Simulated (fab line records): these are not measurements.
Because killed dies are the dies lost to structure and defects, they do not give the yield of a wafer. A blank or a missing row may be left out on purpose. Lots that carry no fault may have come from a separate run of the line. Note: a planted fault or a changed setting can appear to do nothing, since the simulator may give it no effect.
Which tool did it? | flow nand harc | 11 lots, 33 wafers sampled, at 5 steps of a route of 1302

== WHAT THE GAUGES SHOWED, per wafer ==
NHARC_END_SORT_01.
lot  | measured     | on        | defect limited yield (%) | killed at array | killed at other | killed at periphery | killed dies | killed open | killed short
L302 | day 28 20:01 | prober-02 | 89.4 89.2 89.7           | 68 72 67        | 0 0 0           | 4 1 3               | 72 73 70    | 5 3 6       | 2 1 3
L305 | day 30 02:14 | prober-01 | 87.6 0 86.3              | 64 73 77        | 3 1 1           | 17 603 15           | 84 677 93   | 0 2 2       | 0 3 2
L304 | day 30 10:48 | prober-01 | 0 88.2 87.6              | 80 73 77        | 3 1 0           | 594 6 7             | 677 80 84   | 2 2 2       | 4 2 3
L306 | day 30 20:20 | prober-02 | 90.4 0 91.9              | 61 51 51        | 2 2 1           | 2 624 3             | 65 677 55   | 5 1 2       | 2 3 3

== WHAT TOOL EACH LOT RAN ON (gives the tool, then ch and the chambers of the sampled wafers, and finally the start) ==
lot  | NHARC_P_BONDPAD_ETCH_37            | NHARC_P_BONDPAD_ETCH_24            | NHARC_P_BONDPAD_PVD_17                  | NHARC_P_BONDPAD_ACTIVATE_29
L294 | rie diel-04 ch 0,3, day 7 18:55    | rie diel-12 ch 2,3, day 7 19:22    | pvd sputter-03, day 7 21:29 or earlier  | rie diel-04 ch 0,1,3, day 7 21:29
L295 | rie diel-12 ch 1,2,3, day 8 06:16  | rie diel-04 ch 2,3, day 8 06:44    | pvd sputter-02, day 8 08:50 or earlier  | rie diel-04 ch 1,2,3, day 8 08:50
L296 | rie diel-12 ch 1,2, day 8 13:32    | rie diel-12 ch 0,1,2, day 8 13:59  | pvd sputter-01, day 8 16:04 or earlier  | rie diel-12 ch 0,1,3, day 8 16:04
L300 | rie diel-04 ch 0,2,3, day 10 21:44 | rie diel-02 ch 0,2,3, day 10 22:11 | pvd sputter-01, day 11 00:16 or earlier | rie diel-04 ch 0,3, day 11 00:16
L302 | rie diel-12 ch 0,1,3, day 11 04:24 | rie diel-12 ch 1,2,3, day 11 04:51 | pvd sputter-01, day 11 07:08 or earlier | rie diel-02 ch 0,1,3, day 11 07:08
L305 | rie diel-12 ch 0,2,3, day 12 13:41 | rie diel-12 ch 0,2,3, day 12 14:08 | pvd sputter-03, day 12 16:13 or earlier | rie diel-02 ch 1,2,3, day 12 16:13
L304 | rie diel-04 ch 0,1, day 12 14:41   | rie diel-12 ch 0,2,3, day 12 15:08 | pvd sputter-02, day 12 17:13 or earlier | rie diel-02 ch 0,1,3, day 12 17:13
L306 | rie diel-12 ch 0,1, day 12 18:28   | rie diel-12 ch 0,1, day 12 18:55   | pvd sputter-01, day 12 21:01 or earlier | rie diel-04 ch 0,1,3, day 12 21:01
L308 | rie diel-12 ch 0,1,3, day 13 12:07 | rie diel-04 ch 0,2,3, day 13 12:35 | pvd sputter-03, day 13 14:40 or earlier | rie diel-04 ch 0,3, day 13 14:40
L313 | rie diel-12 ch 0,1,3, day 15 17:23 | rie diel-04 ch 0,1,3, day 15 17:50 | pvd sputter-01, day 15 19:54 or earlier | rie diel-02 ch 0,1,3, day 15 19:54
L314 | rie diel-12 ch 0,3, day 16 01:16   | rie diel-12 ch 0,1,3, day 16 01:44 | pvd sputter-03, day 16 03:49 or earlier | rie diel-12 ch 0,2, day 16 03:49
- NHARC_P_BONDPAD_ETCH_37: etches the open film in N2/H2, target depth 60 nm, overetch 18 nm, time 65.91 s.
- NHARC_P_BONDPAD_ETCH_24: etches the open film in CF4/N2, target depth 30 nm, time 72.99 s.
- NHARC_P_BONDPAD_PVD_17: deposits TaN, target thk 5 nm, time 8.06 s.
- NHARC_P_BONDPAD_ACTIVATE_29: chemistry N2, time 60 s.

== AS READ BY THE TOOLS THEMSELVES (means over the sampled wafers that have a number; for cases with no such wafer, the mark the record gives instead) ==
NHARC_P_BONDPAD_ETCH_37.
lot  | tool        | drypump motor current A (A) | oes product au (a.u.) | rf fwd power W (W) | rf vpp V (V) | showerhead plenum p Torr (Torr) | throttle valve pct (%)
L294 | rie diel-04 | 5.8                         | 0.988                 | 397.4              | 433.2        | 2.12                            | 14.182
L295 | rie diel-12 | 5.5                         | 1.004                 | 396.0              | 430.1        | 2.04                            | 14.174
L296 | rie diel-12 | 5.3                         | 1.000                 | 396.5              | 428.1        | 1.97                            | 14.178
L300 | rie diel-04 | 5.9                         | 0.993                 | 396.7              | 431.1        | 2.10                            | 14.168
L302 | rie diel-12 | 5.7                         | 0.993                 | 396.5              | 430.3        | 2.05                            | 14.173
L305 | rie diel-12 | 5.6                         | 1.008                 | 397.6              | 430.2        | 2.02                            | 14.171
L304 | rie diel-04 | 5.7                         | 1.010                 | 398.3              | 431.6        | 2.10                            | 14.175
L306 | rie diel-12 | 5.5                         | 0.999                 | 396.6              | 429.4        | 2.02                            | 14.177
L308 | rie diel-12 | 5.6                         | 1.002                 | 395.1              | 431.0        | 2.05                            | 14.173
L313 | rie diel-12 | 5.6                         | 1.005                 | 395.1              | 431.4        | 2.05                            | 14.182
L314 | rie diel-12 | 5.9                         | 1.002                 | 396.9              | 430.7        | 2.04                            | 14.171

NHARC_P_BONDPAD_ETCH_24.
lot  | tool        | drypump motor current A (A) | oes product au (a.u.) | rf fwd power W (W) | rf vpp V (V) | showerhead plenum p Torr (Torr) | throttle valve pct (%)
L294 | rie diel-12 | 5.5                         | 1.012                 | 298.7              | 313.5        | 2.58                            | 19.794
L295 | rie diel-04 | 5.7                         | 0.994                 | 297.3              | 316.1        | 2.73                            | 19.796
L296 | rie diel-12 | 5.5                         | 1.007                 | 297.4              | 313.3        | 2.56                            | 19.796
L300 | rie diel-02 | 5.7                         | 1.006                 | 297.5              | 314.8        | 2.65                            | 19.796
L302 | rie diel-12 | 5.5                         | 0.993                 | 297.0              | 314.1        | 2.62                            | 19.796
L305 | rie diel-12 | 5.6                         | 0.919                 | 258.2              | 313.7        | 2.60                            | 19.796
L304 | rie diel-12 | 5.6                         | 0.916                 | 257.6              | 314.3        | 2.60                            | 19.795
L306 | rie diel-12 | 5.5                         | 0.915                 | 257.3              | 314.7        | 2.59                            | 19.800
L308 | rie diel-04 | 5.9                         | 1.000                 | 297.8              | 314.8        | 2.70                            | 19.795
L313 | rie diel-04 | 5.6                         | 0.992                 | 299.0              | 315.7        | 2.72                            | 19.800
L314 | rie diel-12 | 5.7                         | 1.004                 | 297.0              | 314.0        | 2.64                            | 19.794

NHARC_P_BONDPAD_PVD_17.
lot  | tool           | bias v (V) | throttle valve pct (%)
L294 | pvd sputter-03 | 168.8      | 29.8
L295 | pvd sputter-02 | 169.7      | 31.2
L296 | pvd sputter-01 | 168.7      | 30.9
L300 | pvd sputter-01 | 170.1      | 29.8
L302 | pvd sputter-01 | 169.4      | 30.3
L305 | pvd sputter-03 | 169.5      | 29.6
L304 | pvd sputter-02 | 169.4      | 31.1
L306 | pvd sputter-01 | 169.7      | 30.2
L308 | pvd sputter-03 | 169.2      | 30.0
L313 | pvd sputter-01 | 167.5      | 30.3
L314 | pvd sputter-03 | 167.0      | 29.2

NHARC_P_BONDPAD_ACTIVATE_29.
lot  | tool        | drypump motor current A (A) | oes product au (a.u.) | rf vpp V (V) | showerhead plenum p Torr (Torr)
L294 | rie diel-04 | 5.6                         | 0.998                 | 63.7         | 1.84
L295 | rie diel-04 | 5.7                         | 0.993                 | 64.1         | 1.82
L296 | rie diel-12 | 5.7                         | 1.001                 | 64.5         | 1.78
L300 | rie diel-04 | 5.5                         | 0.996                 | 64.8         | 1.86
L302 | rie diel-02 | 5.6                         | 0.998                 | 63.6         | 1.76
L305 | rie diel-02 | 5.5                         | 1.005                 | 63.8         | 1.76
L304 | rie diel-02 | 5.6                         | 1.000                 | 64.4         | 1.75
L306 | rie diel-04 | 5.6                         | 1.005                 | 64.2         | 1.84
L308 | rie diel-04 | 5.5                         | 0.998                 | 64.5         | 1.86
L313 | rie diel-02 | 5.6                         | 0.995                 | 64.0         | 1.75
L314 | rie diel-12 | 5.4                         | 1.008                 | 63.0         | 1.69

== THE ANSWER, worked out from the rows above alone ==
Rule: the usual values come from the lots themselves. The widest of any qualifying gaps counts: lots, ordered by their means at a reading, are off when they make up no more than a third of the lots, leave a main group of 4 or more, and stand apart from it by 3 or more times the standard deviation of that group's means. Not used: any main group whose means are identical at the precision the tables above print for the reading. A lot without any number at a reading at which 4 lots or more have one is off too. The other lots that the step has rows for count as sound. The gauges are gone through in route order, then the tools' own readings, and for those a lot's mean is taken as printed above. At the first step where some lot is off, the reading lying furthest off is the one used; lots without a number count as furthest.
Off at NHARC_P_BONDPAD_ETCH_24 (rf fwd power W): L305, L304, L306. The main group: mean 297.7 W, standard deviation 0.7.
A tool fits if, at that step or a process step before it, it ran every lot that is off, and no sound lot after the first of them. Not one of the candidates tried fits.

== WHAT THE SIMULATOR HAD INSERTED ==
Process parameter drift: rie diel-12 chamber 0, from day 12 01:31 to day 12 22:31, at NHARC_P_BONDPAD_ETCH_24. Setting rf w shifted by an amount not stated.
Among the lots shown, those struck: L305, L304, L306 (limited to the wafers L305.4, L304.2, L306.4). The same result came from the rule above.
